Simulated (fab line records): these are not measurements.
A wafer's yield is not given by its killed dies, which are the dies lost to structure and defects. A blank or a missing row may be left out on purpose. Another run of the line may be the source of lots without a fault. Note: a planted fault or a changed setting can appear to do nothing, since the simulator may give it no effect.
What tool caused it? + flow nandHarc + 72 wafers from 24 lots sampled at 5 of the route's 1302 steps

WHAT THE GAUGES SHOWED, per wafer
NHARC_A_M0_CD_MEAS_09 targets a cd of 80 nm. Usual: cdNm reads 79.2 nm (standard deviation 0.74).
| lot  | measured     | on       | cdNm (nm)      | flag |
|------|--------------|----------|----------------|------|
| L074 | day 22 15:11 | cdSem-03 | 80.0 80.5 80.1 |      |
| L076 | day 23 03:23 | cdSem-02 | 79.1 79.8 79.0 |      |
| L075 | day 23 06:11 | cdSem-01 | 78.2 77.6 78.9 |      |
| L078 | day 23 15:41 | cdSem-02 | 79.1 79.7 79.7 |      |
| L077 | day 23 22:53 | cdSem-02 | 78.4 79.1 79.3 |      |
| L079 | day 24 00:31 | cdSem-02 | 80.2 80.7 79.9 |      |
| L081 | day 24 13:29 | cdSem-02 | 79.7 79.3 79.2 |      |
| L080 | day 24 19:05 | cdSem-03 | 78.4 79.2 78.2 |      |
| L083 | day 25 17:55 | cdSem-01 | 79.9 79.2 79.2 |      |
| L082 | day 26 04:21 | cdSem-01 | 78.3 78.5 78.8 |      |
| L084 | day 26 16:41 | cdSem-02 | 79.1 80.0 79.5 |      |
| L085 | day 26 17:42 | cdSem-01 | 79.2 78.8 79.2 |      |
| L086 | day 27 23:05 | cdSem-01 | 78.5 78.7 79.4 |      |
| L087 | day 27 23:38 | cdSem-03 | 79.2 80.7 79.7 |      |
| L088 | day 28 16:28 | cdSem-02 | 79.9 79.4 79.9 |      |
| L091 | day 28 20:21 | cdSem-02 | 78.4 79.7 79.4 |      |
| L090 | day 28 22:02 | cdSem-03 | 78.8 78.0 78.8 |      |
| L089 | day 29 04:20 | cdSem-02 | 78.6 79.3 80.2 |      |
| L092 | day 29 18:59 | cdSem-02 | 78.8 79.8 78.8 |      |
| L095 | day 30 21:08 | cdSem-02 | 79.4 79.4 79.0 |      |
| L093 | day 30 21:18 | cdSem-01 | 78.5 79.0 79.2 |      |
| L094 | day 31 02:25 | cdSem-02 | 79.5 80.4 80.4 |      |
| L096 | day 31 15:26 | cdSem-03 | 77.9 78.5 79.2 |      |
| L097 | day 33 07:08 | cdSem-01 | 79.6 79.9 78.8 |      |

NHARC_A_M0_INSPECT_27. Usual: rawDefectCount reads 560 (standard deviation 160).
| lot  | measured     | on               | rawDefectCount | flag |
|------|--------------|------------------|----------------|------|
| L074 | day 22 17:50 | defectInspect-01 | 514 574 737    |      |
| L076 | day 23 06:02 | defectInspect-01 | 502 475 462    |      |
| L075 | day 23 08:50 | defectInspect-02 | 465 435 543    |      |
| L078 | day 23 18:31 | defectInspect-01 | 466 378 398    |      |
| L077 | day 24 01:35 | defectInspect-01 | 575 412 588    |      |
| L079 | day 24 03:12 | defectInspect-02 | 601 803 459    |      |
| L081 | day 24 16:22 | defectInspect-02 | 591 624 579    |      |
| L080 | day 24 21:50 | defectInspect-02 | 545 626 596    |      |
| L083 | day 25 20:34 | defectInspect-02 | 533 462 531    |      |
| L082 | day 26 07:01 | defectInspect-01 | 912 609 658    |      |
| L084 | day 26 19:22 | defectInspect-01 | 557 339 521    |      |
| L085 | day 26 20:22 | defectInspect-02 | 696 626 703    |      |
| L086 | day 28 01:44 | defectInspect-02 | 525 514 464    |      |
| L087 | day 28 02:18 | defectInspect-01 | 476 537 468    |      |
| L088 | day 28 19:07 | defectInspect-01 | 423 455 384    |      |
| L091 | day 28 23:03 | defectInspect-02 | 372 294 331    |      |
| L090 | day 29 00:42 | defectInspect-01 | 669 688 722    |      |
| L089 | day 29 07:01 | defectInspect-02 | 497 715 431    |      |
| L092 | day 29 21:41 | defectInspect-02 | 899 628 906    |      |
| L095 | day 30 23:53 | defectInspect-02 | 514 436 482    |      |
| L093 | day 31 00:13 | defectInspect-01 | 638 353 475    |      |
| L094 | day 31 05:05 | defectInspect-02 | 963 570 706    |      |
| L096 | day 31 18:07 | defectInspect-02 | 527 467 488    |      |
| L097 | day 33 09:52 | defectInspect-02 | 629 801 705    |      |

NHARC_A_BONDPAD_CD_MEAS_09 targets a cd of 500 nm. Usual: cdNm reads 499.6 nm (standard deviation 1.7).
| lot  | measured     | on       | cdNm (nm)         | flag |
|------|--------------|----------|-------------------|------|
| L074 | day 22 23:50 | cdSem-01 | 498.3 498.1 497.8 |      |
| L076 | day 23 12:15 | cdSem-01 | 499.9 499.1 500.5 |      |
| L075 | day 23 15:31 | cdSem-03 | 498.8 497.3 501.6 |      |
| L078 | day 24 00:37 | cdSem-01 | 500.5 497.9 497.6 |      |
| L077 | day 24 07:40 | cdSem-02 | 500.6 498.0 499.9 |      |
| L079 | day 24 09:10 | cdSem-01 | 498.6 497.6 499.2 |      |
| L081 | day 24 22:26 | cdSem-03 | 496.3 499.1 499.3 |      |
| L080 | day 25 03:47 | cdSem-01 | 500.2 501.9 501.3 |      |
| L083 | day 26 03:12 | cdSem-02 | 501.8 499.6 500.3 |      |
| L082 | day 26 13:49 | cdSem-01 | 497.8 497.9 501.1 |      |
| L084 | day 27 01:30 | cdSem-03 | 499.8 498.2 497.1 |      |
| L085 | day 27 02:31 | cdSem-02 | 499.7 497.5 498.1 |      |
| L086 | day 28 07:52 | cdSem-02 | 502.3 500.1 500.9 |      |
| L087 | day 28 08:33 | cdSem-01 | 500.6 498.5 497.8 |      |
| L088 | day 29 00:55 | cdSem-02 | 501.1 502.3 499.8 |      |
| L091 | day 29 05:16 | cdSem-01 | 496.8 498.0 497.6 |      |
| L090 | day 29 06:39 | cdSem-03 | 502.5 501.2 501.9 |      |
| L089 | day 29 13:19 | cdSem-02 | 501.2 499.9 499.6 |      |
| L092 | day 30 03:29 | cdSem-02 | 500.3 498.3 499.0 |      |
| L095 | day 31 05:56 | cdSem-01 | 497.1 498.1 502.3 |      |
| L093 | day 31 06:20 | cdSem-02 | 499.2 502.9 501.8 |      |
| L094 | day 31 11:14 | cdSem-01 | 499.9 499.9 499.9 |      |
| L096 | day 32 00:04 | cdSem-02 | 498.6 499.4 501.4 |      |
| L097 | day 33 15:55 | cdSem-01 | 500.7 497.0 497.9 |      |

TOOL THAT RAN EACH LOT (tool first, then ch and the chambers of the sampled wafers, then the start)
| lot  | NHARC_A_M1_PVD_20                      | NHARC_A_M1_ANNEAL_31            |
|------|----------------------------------------|---------------------------------|
| L074 | pvdSputter-03, day 22 21:22 or earlier | rtpAnneal-01 ch 0, day 22 21:22 |
| L076 | pvdSputter-01, day 23 09:25 or earlier | rtpAnneal-01 ch 0, day 23 09:25 |
| L075 | pvdSputter-01, day 23 11:43            | rtpAnneal-02 ch 0, day 23 12:28 |
| L078 | pvdSputter-01, day 23 22:00 or earlier | rtpAnneal-02 ch 0, day 23 22:00 |
| L077 | pvdSputter-01, day 24 04:56 or earlier | rtpAnneal-02 ch 0, day 24 04:56 |
| L079 | pvdSputter-02, day 24 06:25 or earlier | rtpAnneal-02 ch 0, day 24 06:25 |
| L081 | pvdSputter-01, day 24 19:42 or earlier | rtpAnneal-01 ch 0, day 24 19:42 |
| L080 | pvdSputter-01, day 25 01:06 or earlier | rtpAnneal-01 ch 0, day 25 01:06 |
| L083 | pvdSputter-01, day 26 00:18 or earlier | rtpAnneal-01 ch 0, day 26 00:18 |
| L082 | pvdSputter-03, day 26 10:23 or earlier | rtpAnneal-02 ch 0, day 26 10:23 |
| L084 | pvdSputter-01, day 26 22:47 or earlier | rtpAnneal-01 ch 0, day 26 22:47 |
| L085 | pvdSputter-02, day 26 23:53 or earlier | rtpAnneal-01 ch 0, day 26 23:53 |
| L086 | pvdSputter-01, day 28 05:08 or earlier | rtpAnneal-02 ch 0, day 28 05:08 |
| L087 | pvdSputter-02, day 28 05:41 or earlier | rtpAnneal-01 ch 0, day 28 05:41 |
| L088 | pvdSputter-02, day 28 22:25 or earlier | rtpAnneal-02 ch 0, day 28 22:25 |
| L091 | pvdSputter-03, day 29 02:22 or earlier | rtpAnneal-02 ch 0, day 29 02:22 |
| L090 | pvdSputter-02, day 29 03:52 or earlier | rtpAnneal-01 ch 0, day 29 03:52 |
| L089 | pvdSputter-02, day 29 10:34 or earlier | rtpAnneal-02 ch 0, day 29 10:34 |
| L092 | pvdSputter-01, day 30 00:56 or earlier | rtpAnneal-02 ch 0, day 30 00:56 |
| L095 | pvdSputter-02, day 31 03:12 or earlier | rtpAnneal-02 ch 0, day 31 03:12 |
| L093 | pvdSputter-02, day 31 03:39 or earlier | rtpAnneal-02 ch 0, day 31 03:39 |
| L094 | pvdSputter-03, day 31 08:33 or earlier | rtpAnneal-02 ch 0, day 31 08:33 |
| L096 | pvdSputter-01, day 31 21:28 or earlier | rtpAnneal-01 ch 0, day 31 21:28 |
| L097 | pvdSputter-01, day 33 13:11 or earlier | rtpAnneal-01 ch 0, day 33 13:11 |
- NHARC_A_M1_PVD_20: deposits TaN, target thk 5 nm, time 8.06 s.
- NHARC_A_M1_ANNEAL_31: time 90 s.

WHAT THE TOOLS THEMSELVES READ (means of the sampled wafers that have a number; where no wafer has one, the mark that the record gives instead)
NHARC_A_M1_PVD_20. Usual: chamberPressurePa 0.11999 Pa, standard deviation 0.00025; throttleValvePct 30.0 %, standard deviation 1.3.
| lot  | tool          | chamberPressurePa (Pa) | throttleValvePct (%) | flag |
|------|---------------|------------------------|----------------------|------|
| L074 | pvdSputter-03 | 0.12004                | 29.4                 |      |
| L076 | pvdSputter-01 | 0.12000                | 30.5                 |      |
| L075 | pvdSputter-01 | 0.12005                | 30.3                 |      |
| L078 | pvdSputter-01 | 0.11992                | 30.8                 |      |
| L077 | pvdSputter-01 | 0.11978                | 30.0                 |      |
| L079 | pvdSputter-02 | 0.12004                | 31.2                 |      |
| L081 | pvdSputter-01 | 0.11999                | 29.5                 |      |
| L080 | pvdSputter-01 | 0.11975                | 29.4                 |      |
| L083 | pvdSputter-01 | 0.11988                | 29.3                 |      |
| L082 | pvdSputter-03 | 0.12004                | 29.0                 |      |
| L084 | pvdSputter-01 | 0.12013                | 29.4                 |      |
| L085 | pvdSputter-02 | 0.12013                | 31.1                 |      |
| L086 | pvdSputter-01 | 0.11980                | 30.2                 |      |
| L087 | pvdSputter-02 | 0.11996                | 29.2                 |      |
| L088 | pvdSputter-02 | 0.11995                | 30.6                 |      |
| L091 | pvdSputter-03 | 0.11989                | 29.1                 |      |
| L090 | pvdSputter-02 | 0.12012                | 30.0                 |      |
| L089 | pvdSputter-02 | 0.12011                | 30.4                 |      |
| L092 | pvdSputter-01 | 0.12015                | 30.0                 |      |
| L095 | pvdSputter-02 | 0.12026                | 30.0                 |      |
| L093 | pvdSputter-02 | 0.12007                | 30.2                 |      |
| L094 | pvdSputter-03 | 0.12013                | 29.2                 |      |
| L096 | pvdSputter-01 | 0.11974                | 29.5                 |      |
| L097 | pvdSputter-01 | 0.12047                | 30.6                 |      |

NHARC_A_M1_ANNEAL_31. Usual: annealTempC 225.04 C, standard deviation 0.16; annealTempCMax 226.07, standard deviation 0.22; wafer_temp_C_max 226.5, standard deviation 0.37.
| lot  | tool         | annealTempC (C) | annealTempCMax | wafer_temp_C_max | flag |
|------|--------------|-----------------|----------------|------------------|------|
| L074 | rtpAnneal-01 | 225.01          | 226.20         | 226.6            |      |
| L076 | rtpAnneal-01 | 225.14          | 226.29         | 226.5            |      |
| L075 | rtpAnneal-02 | 225.11          | 226.12         | 227.0            |      |
| L078 | rtpAnneal-02 | 224.78          | 225.76         | 226.4            |      |
| L077 | rtpAnneal-02 | 224.78          | 225.79         | 226.5            |      |
| L079 | rtpAnneal-02 | 225.04          | 225.98         | 226.4            |      |
| L081 | rtpAnneal-01 | 224.99          | 226.04         | 226.4            |      |
| L080 | rtpAnneal-01 | 224.89          | 225.87         | 226.5            |      |
| L083 | rtpAnneal-01 | 224.98          | 226.06         | 226.3            |      |
| L082 | rtpAnneal-02 | 225.03          | 226.07         | 226.9            |      |
| L084 | rtpAnneal-01 | 224.96          | 225.94         | 226.2            |      |
| L085 | rtpAnneal-01 | 225.18          | 226.46         | 226.6            |      |
| L086 | rtpAnneal-02 | 225.17          | 226.25         | 226.4            |      |
| L087 | rtpAnneal-01 | 224.79          | 226.09         | 226.1            |      |
| L088 | rtpAnneal-02 | 225.03          | 225.94         | 226.2            |      |
| L091 | rtpAnneal-02 | 225.08          | 226.00         | 226.3            |      |
| L090 | rtpAnneal-01 | 224.87          | 226.04         | 226.7            |      |
| L089 | rtpAnneal-02 | 225.21          | 226.14         | 226.6            |      |
| L092 | rtpAnneal-02 | 224.97          | 226.19         | 226.4            |      |
| L095 | rtpAnneal-02 | 225.16          | 226.10         | 226.8            |      |
| L093 | rtpAnneal-02 | 224.99          | 225.91         | 226.5            |      |
| L094 | rtpAnneal-02 | 225.13          | 226.07         | 226.6            |      |
| L096 | rtpAnneal-01 | 225.17          | 226.22         | 226.8            |      |
| L097 | rtpAnneal-01 | 224.91          | 226.14         | 226.3            |      |

THE ANSWER, worked out from the rows above alone
Rule: lot off if the mean of its wafers having a number is beyond 3 standard deviations from the usual mean. Also off: a lot with no number at a reading for which 4 or more lots have one. The other lots that the step has rows for count as sound. Order of review: gauges by route order, followed by the tools' own readings, for which a lot's mean as printed above is used. The first step at which some lot is off is used, and at that step the reading that is off furthest; a lot without a number counts as furthest.
Nothing can be told from this: no lot is off at any reading shown.

WHAT THE SIMULATOR PUT IN
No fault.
